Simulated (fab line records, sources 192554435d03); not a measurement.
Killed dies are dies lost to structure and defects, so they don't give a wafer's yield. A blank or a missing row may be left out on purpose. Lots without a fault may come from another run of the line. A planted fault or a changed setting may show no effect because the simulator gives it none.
A struck lot beside a sound one | flow n5_finfet | 15 steps out of a route of 1938
Sound: wafers L870.1, L870.4, L870.6. Struck: wafers L869.2, L869.6. The cause comes at the end.
At each step with rows: each side's tool, then ch and its chambers, then its first start. Under that, the readings that differ: sound wafers | struck wafers | difference of the means | sigmas: that difference in standard deviations of wafers without a fault.
alike: readings whose means differ by less than 2 such deviations, and words and numbers that are the same on both sides. not compared: withheld readings, readings that some wafer has no value for, bounds like >300 that may hide the same value, and numbers for which the record gives no deviation and whose values overlap.
The two part at a step that has a row with sigmas, a row that says differs or no value, or rows on one side only. Numbers that don't overlap but have no deviation are shown without sigmas and don't part them. A reading that every wafer of one side lacks parts them only if that side has two wafers or more.

first, 7 steps without rows for these wafers: N5_BEOL_M10_COAT_64 (time 60 s, resist thk 30 nm); N5_BEOL_M10_COAT_22 (resist thk 90 nm); N5_BEOL_M10_EBR_24; N5_BEOL_M10_SOFTBAKE_23 (time 60 s); N5_BEOL_M10_EXPOSE_25 (exposes mask V9); N5_BEOL_M10_PEB_26 (peb time 60 s); N5_BEOL_M10_DEVELOP_27 (develop time 30 s).
N5_BEOL_M10_CD_MEAS_28: target cd 70 nm.
  sound on cd_sem-03 ch 0, day 15 08:46; struck on cd_sem-01 ch 0, day 15 08:35
  alike: cd_nm
N5_BEOL_M10_OVL_MEAS_29:
  sound on overlay-01 ch 0, day 15 08:48; struck on overlay-02 ch 0, day 15 08:37
  alike: V9_OVL
N5_BEOL_M10_INSPECT_30: inspects for defects (brightfield).
  sound on defect_inspect-01, day 15 08:50; struck on defect_inspect-01, day 15 08:38
  reading          | sound       | struck  | difference | sigmas
  raw_defect_count | 331 298 305 | 593 497 | +234       | +2
N5_BEOL_M10_DESCUM_33: chemistry O2, time 7.9 s.
  sound on rie_diel-03 ch 1,3, day 15 08:52; struck on rie_diel-01 ch 0,2, day 15 08:40
  reading                         | sound          | struck    | difference | sigmas
  showerhead_plenum_p_Torr (Torr) | 1.98 2.04 2.04 | 2.17 2.23 | +0.18      | +2
  alike: drypump_motor_current_A, oes_product_au, rf_vpp_V, throttle_valve_pct
  not compared: rf_hours_counter_h
N5_BEOL_M10_ETCH_65: etches SiARC in CF4, target depth 39 nm, time 65 s.
  sound on rie_diel-03 ch 1,3, day 15 08:54; struck on rie_diel-01 ch 0,2, day 15 08:43
  alike: drypump_motor_current_A, etch_rf_on_time_s, oes_product_au, rf_vpp_V, showerhead_plenum_p_Torr, throttle_valve_pct
  not compared: rf_hours_counter_h
N5_BEOL_M10_ETCH_66: etches SOC in N2/H2, target depth 120 nm, overetch 24 nm, time 180 s.
  sound on rie_diel-03 ch 1,3, day 15 08:57; struck on rie_diel-01 ch 0,2, day 15 08:46
  reading                                     | sound             | struck      | difference | sigmas
  oes_product_au (a.u.)                       | 0.58 0.64 0.65    | 0.93 0.85   | +0.27      | +4
  rf_vpp_V (V)                                | 521.1 519.6 521.0 | 526.3 527.9 | +6.5       | +2
  run_length_s (s)                            | 203.8 204.1 203.5 | 162.5 162.7 | -41.2      | -90
  showerhead_plenum_p_Torr (Torr)             | 2.42 2.44 2.44    | 2.60 2.68   | +0.21      | +2
  model.SiARC_of_BEOL_M10_COAT_64.thk_nm (nm) | 22.8 22.6 22.6    | 24 24       | +1         |
  alike: drypump_motor_current_A, throttle_valve_pct
  not compared: rf_hours_counter_h
then, 2 steps without rows for these wafers: N5_BEOL_M10_STRIP_69 (strips in N2/H2); N5_PASSIVATION_PROBE_49.

WHERE THEY PART
First at N5_BEOL_M10_INSPECT_30; last, within this record, at N5_BEOL_M10_ETCH_66.

WHY: what the simulator had put in
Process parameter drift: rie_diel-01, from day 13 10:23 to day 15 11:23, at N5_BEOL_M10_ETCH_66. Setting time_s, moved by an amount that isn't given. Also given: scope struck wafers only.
